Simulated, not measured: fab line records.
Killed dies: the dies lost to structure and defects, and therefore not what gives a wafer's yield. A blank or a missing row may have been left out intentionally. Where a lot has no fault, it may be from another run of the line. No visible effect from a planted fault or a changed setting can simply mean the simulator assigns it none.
fab line records + flow nand_harc
record
- lots=6
- wafers=18
- last_day=24
route steps=1159 shown A_SLIT@803 A_SIN_REMOVE@804 A_WL_FILL@809 END@1159
lots untouched by any fault: they come from a run of this same line in which no faults occurred
start_h: hours from the record's opening day to when the first of the lot's shown wafers began + wait_h: how many hours have passed since the lot's step before this one + " same as the row above + L1.1+2: one row covering several wafers at once + - value missing, or start not given + * or withheld: withheld + < > ~ a bound
route shown NAME@n: NAME is a module with steps in the file, n the number in the route of the first one + usual: average and standard deviation across the fault-free wafers + same: alike in all rows + chamber/n: place in a boat + sites: each site's reading + _std_site: the standard deviation of these + _edge_site: inner sites' mean taken away from outer sites' mean + radius_mm: for every site, how far away it sits from the centre of the wafer + mask NAME#n: copy n + behind: tool/chamber where the wafer was last shaped + hold: the reason the lot was held/the length of the hold in hours/how it ended + device: transistor that didn't switch, given as n, p or np + end of line: the same wafers' tests at the end of the route + for a step that has no rows: nothing shown but its recipe + killed: not the wafer's yield, but the dies lost to structure and defects at the first sort + map: dies across one wafer; x = killed, . = not, _ = none there
set.NAME: the setting as run; set.NAME@STEP: as run at that earlier step + model.NAME: the simulator's own value behind a step, which no gauge read
lots at selected steps of the route; one table per step, one row per wafer
services: a tool's chamber out of use, with start hour (start_h, from the record's first day; less than 0 if before it), hours out, and reason
## steps
# step NHARC_A_SLIT_CD_MEAS_21
# usual
- cd_nm=289.6/1.3
| lot.wafer | tool      | chamber | start_h | wait_h | cd_nm |
|-----------|-----------|---------|---------|--------|-------|
| L953.1    | cd_sem-01 | -       | 362.93  | -      | 291.8 |
| L953.2    | "         | -       | "       | "      | 290.2 |
| L953.3    | "         | -       | "       | "      | 289.6 |
| L958.2    | cd_sem-01 | -       | 391.06  | -      | 290.2 |
| L958.3    | "         | -       | "       | "      | 288.8 |
| L958.4    | "         | -       | "       | "      | 289.0 |
| L956.1    | cd_sem-03 | -       | 404.67  | -      | 288.8 |
| L956.4    | "         | -       | "       | "      | 287.9 |
| L956.6    | "         | -       | "       | "      | 288.1 |
| L962.1    | cd_sem-01 | -       | 416.54  | -      | 288.3 |
| L962.3    | "         | -       | "       | "      | 291.8 |
| L962.5    | "         | -       | "       | "      | 288.2 |
| L961.1    | cd_sem-03 | -       | 423.59  | -      | 290.6 |
| L961.3    | "         | -       | "       | "      | 289.9 |
| L961.6    | "         | -       | "       | "      | 290.2 |
| L968.1    | cd_sem-02 | -       | 461.09  | -      | 289.6 |
| L968.2    | "         | -       | "       | "      | 288.4 |
| L968.5    | "         | -       | "       | "      | 288.3 |
# step NHARC_A_SIN_REMOVE_WET_00
# recipe
- temp_c=160
- time_s=15300
- chemistry=H3PO4
# step NHARC_A_SIN_REMOVE_PRECLEAN_01
# recipe
- time_s=*
- temp_c=50
- bath_age_min=0
- chemistry=SC1
# step NHARC_A_SIN_REMOVE_SRD_02
# step NHARC_A_SIN_REMOVE_INSPECT_04
# usual
- raw_defect_count=308/84
| lot.wafer | tool              | chamber | start_h | wait_h | raw_defect_count |
|-----------|-------------------|---------|---------|--------|------------------|
| L953.1    | defect_inspect-01 | -       | 370.62  | 0.0    | 238              |
| L953.2    | "                 | -       | "       | "      | 230              |
| L953.3    | "                 | -       | "       | "      | 238              |
| L958.2    | defect_inspect-01 | -       | 398.51  | 0.0    | 335              |
| L958.3    | "                 | -       | "       | "      | 296              |
| L958.4    | "                 | -       | "       | "      | 297              |
| L956.1    | defect_inspect-02 | -       | 412.34  | 0.0    | 243              |
| L956.4    | "                 | -       | "       | "      | 302              |
| L956.6    | "                 | -       | "       | "      | 342              |
| L962.1    | defect_inspect-02 | -       | 424.29  | 0.0    | 232              |
| L962.3    | "                 | -       | "       | "      | 219              |
| L962.5    | "                 | -       | "       | "      | 227              |
| L961.1    | defect_inspect-02 | -       | 430.81  | 0.0    | 333              |
| L961.3    | "                 | -       | "       | "      | 326              |
| L961.6    | "                 | -       | "       | "      | 283              |
| L968.1    | defect_inspect-02 | -       | 468.68  | 0.0    | 401              |
| L968.2    | "                 | -       | "       | "      | 427              |
| L968.5    | "                 | -       | "       | "      | 342              |
# step NHARC_A_WL_FILL_ALD_00
# recipe
- target_thk_a=30
- pulse_time_s=3
- ald_cycles=30
- temp_c=300
- material=Al2O3
# usual
- heater_power_w=466/32
- precursor_pulse_height_rel=1.000/0.02
| lot.wafer | tool      | chamber | start_h | wait_h | heater_power_w | precursor_pulse_height_rel |
|-----------|-----------|---------|---------|--------|----------------|----------------------------|
| L953.2    | ald_hk-01 | 1       | 370.68  | 0.1    | 443            | 1.028                      |
| L953.1    | "         | 2       | "       | "      | 478            | 1.011                      |
| L953.3    | "         | 3       | "       | "      | 478            | 1.038                      |
| L958.2    | ald_hk-01 | 0       | 398.58  | 0.1    | 522            | 0.996                      |
| L958.3    | "         | 2       | "       | "      | 486            | 0.956                      |
| L958.4    | "         | 3       | "       | "      | 485            | 0.987                      |
| L956.4    | ald_hk-04 | 1       | 413.79  | 1.4    | 443            | 1.021                      |
| L956.1    | "         | 2       | "       | "      | 486            | 1.034                      |
| L956.6    | "         | 1       | "       | "      | 447            | 1.004                      |
| L962.3    | ald_hk-01 | 2       | 424.36  | 0.1    | 437            | 0.999                      |
| L962.1    | "         | 1       | "       | "      | 421            | 0.992                      |
| L962.5    | "         | 3       | "       | "      | 506            | 0.969                      |
| L961.1    | ald_hk-01 | 3       | 431.27  | 0.5    | 504            | 0.994                      |
| L961.3    | "         | 0       | "       | "      | 492            | 0.987                      |
| L961.6    | "         | 0       | "       | "      | 501            | 1.026                      |
| L968.2    | ald_hk-04 | 2       | 470.47  | 1.8    | 492            | 0.984                      |
| L968.1    | "         | 3       | "       | "      | 448            | 1.020                      |
| L968.5    | "         | 2       | "       | "      | 498            | 1.022                      |
# step NHARC_A_WL_FILL_RTA_01
# recipe
- temp_c=1000
- time_s=5
# step NHARC_A_WL_FILL_ALD_02
# recipe
- target_thk_a=20
- pulse_time_s=3
- ald_cycles=100
- temp_c=450
- material=TiN
# usual
- heater_power_w=1099/92
- precursor_pulse_height_rel=0.996/0.019
| lot.wafer | tool         | chamber | start_h | wait_h | heater_power_w | precursor_pulse_height_rel |
|-----------|--------------|---------|---------|--------|----------------|----------------------------|
| L953.1    | ald_metal-04 | 0       | 371.19  | 0.2    | 1115           | 0.982                      |
| L953.2    | "            | 2       | "       | "      | 1139           | 0.973                      |
| L953.3    | "            | 3       | "       | "      | 1027           | 0.990                      |
| L958.3    | ald_metal-04 | 0       | 399.10  | 0.2    | 1119           | 0.984                      |
| L958.4    | "            | 1       | "       | "      | 1013           | 1.009                      |
| L958.2    | "            | 2       | "       | "      | 1142           | 1.002                      |
| L956.4    | ald_metal-01 | 0       | 414.36  | 0.2    | 1314           | 1.026                      |
| L956.1    | "            | 1       | "       | "      | 1145           | 1.017                      |
| L956.6    | "            | 2       | "       | "      | 1125           | 0.977                      |
| L962.1    | ald_metal-04 | 1       | 425.04  | 0.2    | 1050           | 1.035                      |
| L962.3    | "            | 3       | "       | "      | 1014           | 0.971                      |
| L962.5    | "            | 0       | "       | "      | 1182           | 1.005                      |
| L961.1    | ald_metal-04 | 2       | 431.96  | 0.2    | 1082           | 0.983                      |
| L961.3    | "            | 0       | "       | "      | 1123           | 0.980                      |
| L961.6    | "            | 2       | "       | "      | 1113           | 1.006                      |
| L968.1    | ald_metal-01 | 0       | 471.00  | 0.2    | 1307           | 1.010                      |
| L968.2    | "            | 2       | "       | "      | 1133           | 0.964                      |
| L968.5    | "            | 3       | "       | "      | 1096           | 0.985                      |
# step NHARC_A_WL_FILL_CVD_03
# recipe
- target_thk_a=400
- temp_c=300
- pressure_torr=40
- wf6_flow_sccm=40
- h2_flow_sccm=1600
- ar_flow_sccm=1560
- time_s=3302
- material=W
# usual
- heater_power_w=480/52
- throttle_valve_pct=7.86/0.17
| lot.wafer | tool     | chamber | start_h | wait_h | heater_power_w | throttle_valve_pct |
|-----------|----------|---------|---------|--------|----------------|--------------------|
| L953.2    | cvd_w-01 | 0       | 371.70  | 0.1    | 494            | 7.92               |
| L953.1    | "        | 1       | "       | "      | 448            | 7.68               |
| L953.3    | "        | 0       | "       | "      | 485            | 7.74               |
| L958.2    | cvd_w-01 | 0       | 401.40  | 2.0    | 484            | 7.76               |
| L958.3    | "        | 1       | "       | "      | 444            | 7.59               |
| L958.4    | "        | 0       | "       | "      | 489            | 7.88               |
| L956.1    | cvd_w-02 | 0       | 416.30  | 1.6    | 424            | 7.48               |
| L956.4    | "        | 1       | "       | "      | 566            | 7.94               |
| L956.6    | "        | 0       | 418.19  | 3.5    | 417            | 7.80               |
| L962.1    | cvd_w-01 | 0       | 428.19  | 2.8    | 493            | 7.65               |
| L962.3    | "        | 1       | "       | "      | 459            | 7.78               |
| L962.5    | "        | 0       | 430.09  | 4.7    | 503            | 8.08               |
| L961.1    | cvd_w-01 | 0       | 432.36  | 0.1    | 477            | 7.60               |
| L961.3    | "        | 0       | "       | "      | 482            | 7.71               |
| L961.6    | "        | 0       | "       | "      | 486            | 7.45               |
| L968.2    | cvd_w-01 | 0       | 471.40  | 0.1    | 480            | 7.88               |
| L968.1    | "        | 1       | "       | "      | 447            | 8.20               |
| L968.5    | "        | 1       | 473.72  | 2.4    | 448            | 7.95               |
# step NHARC_A_WL_FILL_ETCHBACK_04
# recipe
- target_depth_a=600
- time_s=120
- chemistry=NF3
# usual
- drypump_motor_current_A=5.4/0.41
- oes_product_au=1.000/0.013
- run_length_s=140.9/0.34
| lot.wafer | tool         | chamber | start_h | wait_h | drypump_motor_current_A | oes_product_au | rf_hours_counter_h | run_length_s |
|-----------|--------------|---------|---------|--------|-------------------------|----------------|--------------------|--------------|
| L953.1    | rie_metal-02 | 1       | 375.00  | 2.4    | 5.3                     | 1.024          | 5.8                | 141.3        |
| L953.2    | "            | 0       | "       | "      | 5.1                     | 0.998          | 3.2                | 141.1        |
| L953.3    | "            | 1       | "       | "      | 5.3                     | 1.021          | -                  | 141.2        |
| L958.2    | rie_metal-01 | 1       | 404.26  | 2.4    | 5.2                     | 1.000          | 1.6                | 140.5        |
| L958.4    | "            | 1       | "       | "      | 5.1                     | 1.007          | -                  | 140.5        |
| L958.3    | "            | 0       | "       | "      | 5.8                     | 0.990          | -                  | 140.7        |
| L956.1    | rie_metal-01 | 0       | 419.15  | 2.4    | 5.8                     | 0.994          | 2.2                | 140.5        |
| L956.4    | "            | 0       | "       | "      | 5.8                     | 0.989          | -                  | 140.6        |
| L956.6    | "            | 1       | "       | "      | 5.2                     | 1.000          | -                  | 140.4        |
| L962.1    | rie_metal-03 | 0       | 431.05  | 2.4    | 4.7                     | 0.986          | 4.6                | 141.2        |
| L962.3    | "            | 0       | "       | "      | 4.7                     | 0.994          | -                  | 141.1        |
| L962.5    | "            | 0       | "       | "      | 4.7                     | 0.987          | -                  | 141.0        |
| L961.1    | rie_metal-02 | 1       | 435.68  | 2.9    | 5.3                     | 1.015          | 0.9                | 141.4        |
| L961.3    | "            | 1       | "       | "      | 5.3                     | 1.029          | -                  | 142.2        |
| L961.6    | "            | 0       | "       | "      | 5.2                     | 1.006          | -                  | 140.5        |
| L968.2    | rie_metal-01 | 1       | 474.69  | 2.8    | 5.1                     | 0.992          | 3.9                | 140.8        |
| L968.1    | "            | 0       | "       | "      | 5.8                     | 0.995          | 3.9                | 140.9        |
| L968.5    | "            | 1       | "       | "      | 5.1                     | 0.999          | -                  | 140.4        |
# step NHARC_A_WL_FILL_ETCHBACK_05
# recipe
- target_depth_a=220
- time_s=60
- temp_c=40
- chemistry=Cl2/BCl3
# usual
- drypump_motor_current_A=5.4/0.41
- oes_product_au=0.999/0.012
- run_length_s=80.9/0.36
| lot.wafer | tool         | chamber | start_h | wait_h | drypump_motor_current_A | oes_product_au | rf_hours_counter_h | run_length_s |
|-----------|--------------|---------|---------|--------|-------------------------|----------------|--------------------|--------------|
| L953.2    | rie_metal-02 | 0       | 375.24  | 0.2    | 5.1                     | 0.989          | 3.3                | 81.0         |
| L953.1    | "            | 1       | "       | "      | 5.3                     | 1.019          | 5.9                | 81.5         |
| L953.3    | "            | 1       | "       | "      | 5.3                     | 1.004          | -                  | 81.7         |
| L958.2    | rie_metal-01 | 1       | 404.50  | 0.2    | 5.1                     | 0.999          | 1.7                | 80.9         |
| L958.4    | "            | 1       | "       | "      | 5.2                     | 0.998          | -                  | 80.8         |
| L958.3    | "            | 0       | "       | "      | 5.7                     | 0.990          | -                  | 57.7         |
| L956.1    | rie_metal-01 | 0       | 419.40  | 0.2    | 5.8                     | 1.001          | 2.3                | 80.9         |
| L956.4    | "            | 0       | "       | "      | 5.8                     | 0.991          | -                  | 80.8         |
| L956.6    | "            | 1       | "       | "      | 5.2                     | 0.994          | -                  | 57.5         |
| L962.1    | rie_metal-03 | 0       | 431.29  | 0.2    | 4.7                     | 0.997          | 4.7                | 80.9         |
| L962.3    | "            | 1       | "       | "      | 5.9                     | 0.975          | -                  | 80.8         |
| L962.5    | "            | 0       | "       | "      | 4.7                     | 0.994          | -                  | 80.9         |
| L961.1    | rie_metal-02 | 1       | 435.90  | 0.2    | 5.3                     | 1.040          | 1.1                | 81.7         |
| L961.3    | "            | 0       | "       | "      | 5.1                     | 0.993          | -                  | 80.6         |
| L961.6    | "            | 0       | "       | "      | 5.1                     | 0.997          | -                  | 80.7         |
| L968.2    | rie_metal-01 | 1       | 474.93  | 0.2    | 5.2                     | 0.997          | 4.0                | 80.5         |
| L968.1    | "            | 0       | "       | "      | 5.8                     | 1.004          | 4.0                | 80.9         |
| L968.5    | "            | 1       | "       | "      | 5.2                     | 1.002          | -                  | 80.7         |
# step NHARC_A_WL_FILL_STRIP_27
# recipe
- power_w=1500
- temp_c=250
- time_s=20
- chemistry=N2/H2
# usual
- drypump_motor_current_A=5.5/0.31
- heater_power_w=346/20
| lot.wafer | tool            | chamber | start_h | wait_h | drypump_motor_current_A | heater_power_w | rf_hours_counter_h |
|-----------|-----------------|---------|---------|--------|-------------------------|----------------|--------------------|
| L953.1    | plasma_asher-02 | 0       | 375.38  | 0.1    | 5.2                     | 345            | 3                  |
| L953.2    | "               | 1       | "       | "      | 5.5                     | 340            | 3                  |
| L953.3    | "               | 1       | "       | "      | 5.4                     | 348            | -                  |
| L958.2    | plasma_asher-02 | 1       | 405.46  | 0.9    | 5.5                     | 342            | 17                 |
| L958.4    | "               | 1       | "       | "      | 5.5                     | 340            | -                  |
| L958.3    | "               | 0       | "       | "      | 5.3                     | 331            | -                  |
| L956.1    | plasma_asher-01 | 1       | 419.55  | 0.1    | 6.0                     | 321            | 41                 |
| L956.4    | "               | 0       | "       | "      | 5.9                     | 384            | -                  |
| L956.6    | "               | 1       | "       | "      | 6.0                     | 323            | -                  |
| L962.1    | plasma_asher-02 | 0       | 431.46  | 0.1    | 5.3                     | 344            | 27                 |
| L962.3    | "               | 0       | "       | "      | 5.3                     | 331            | -                  |
| L962.5    | "               | 0       | "       | "      | 5.2                     | 335            | -                  |
| L961.1    | plasma_asher-02 | 0       | 436.05  | 0.1    | 5.3                     | 345            | 28                 |
| L961.3    | "               | 0       | "       | "      | 5.3                     | 343            | -                  |
| L961.6    | "               | 1       | "       | "      | 5.5                     | 344            | -                  |
| L968.1    | plasma_asher-02 | 1       | 475.08  | 0.1    | 5.5                     | 336            | 45                 |
| L968.2    | "               | 0       | "       | "      | 5.3                     | 338            | 45                 |
| L968.5    | "               | 0       | "       | "      | 5.3                     | 338            | -                  |
# step NHARC_END_SORT_01
# recipe
- temp_c=25
# usual
- killed_at_array=25/7.8
- killed_at_other=0.6/0.81
- killed_at_periphery=3.3/2.2
- killed_dies=29/8.2
- killed_open=3.5/1.9
- killed_short=1.8/1.3
# same
- gross_dies=677
| lot.wafer | tool      | chamber | start_h | wait_h | killed_at_array | killed_at_other | killed_at_periphery | killed_dies | killed_open | killed_short |
|-----------|-----------|---------|---------|--------|-----------------|-----------------|---------------------|-------------|-------------|--------------|
| L958.2    | prober-01 | 0       | 503.54  | 2.8    | 19              | 1               | 3                   | 23          | 0           | 3            |
# killed by level:class
L958.2 A_CHANNEL_HOLE_D1:chamber_film_flake=14 A_CHANNEL_FILL_D1:geometric_particle:short=1 A_M0:geometric_particle:short=1 P_ZERO_WELL:chamber_film_flake=1 P_M1:chamber_film_flake=1 P_BONDPAD:chamber_film_flake=1 STARTING-WAFER:geometric_particle:short=1 A_STAIRCASE:chamber_film_flake=1
## services
| tool            | chamber | start_h | hours | kind       |
|-----------------|---------|---------|-------|------------|
| ald_metal-04    | 1       | 359.24  | 39.0  | repair     |
| plasma_asher-02 | -       | 360.32  | 9.0   | pm         |
| plasma_asher-02 | 0       | 360.32  | 9.0   | vent_cycle |
| plasma_asher-02 | 1       | 360.32  | 9.0   | vent_cycle |
| ald_hk-04       | -       | 367.11  | 10.0  | pm         |
| plasma_asher-02 | 0       | 369.32  | -     | clean      |
| plasma_asher-02 | 1       | 369.32  | -     | clean      |
| rie_metal-03    | -       | 370.02  | 0.6   | repair     |
| ald_metal-01    | 3       | 373.95  | 27.6  | repair     |
| cvd_w-02        | -       | 379.69  | 13.0  | pm         |
| plasma_asher-01 | -       | 388.09  | 18.8  | repair     |
| rie_metal-02    | -       | 388.12  | 9.0   | pm         |
| rie_metal-02    | 0       | 388.12  | 9.0   | vent_cycle |
| rie_metal-02    | 1       | 388.12  | 9.0   | vent_cycle |
| ald_metal-04    | -       | 406.05  | 10.0  | pm         |
| ald_hk-01       | -       | 407.23  | 10.0  | pm         |
| plasma_asher-01 | -       | 411.46  | 4.2   | repair     |
| ald_metal-04    | -       | 428.20  | 0.8   | repair     |
| plasma_asher-01 | -       | 446.95  | 5.0   | repair     |
| rie_metal-03    | -       | 453.00  | 9.0   | pm         |
| plasma_asher-01 | -       | 453.53  | 9.0   | pm         |
| ald_metal-01    | -       | 458.00  | 10.0  | pm         |
| ald_metal-04    | -       | 458.65  | 0.4   | repair     |
| cvd_w-02        | 1       | 474.16  | 2.6   | repair     |
## key
first_sign
- step=NHARC_A_WL_FILL_ETCHBACK_05
- reading=run_length_s
- direction=down
- sigmas=65
- usual=*
- struck=*
effect none on later readings
met_at NHARC_A_WL_FILL_ETCHBACK_05
struck_wafers L956.6,L958.3
tester_left_out L956,L958
fault
- kind=process_parameter_drift
- tool=rie_metal-01
- chamber=-
- onset_h=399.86
- steps=NHARC_A_WL_FILL_ETCHBACK_05
- channel=time_s
- offset=*
- shape=step
- end_h=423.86
- scope=struck_wafers_only
- acts_in=*
- stated=*
# tester_left_out: of these lots the tester's yield and bins aren't shown, on N5 and GAA mostly nor the transistor test; their killed dies are dies lost to structure and defects alone, not to doping, threshold or leakage, so they don't give the yield
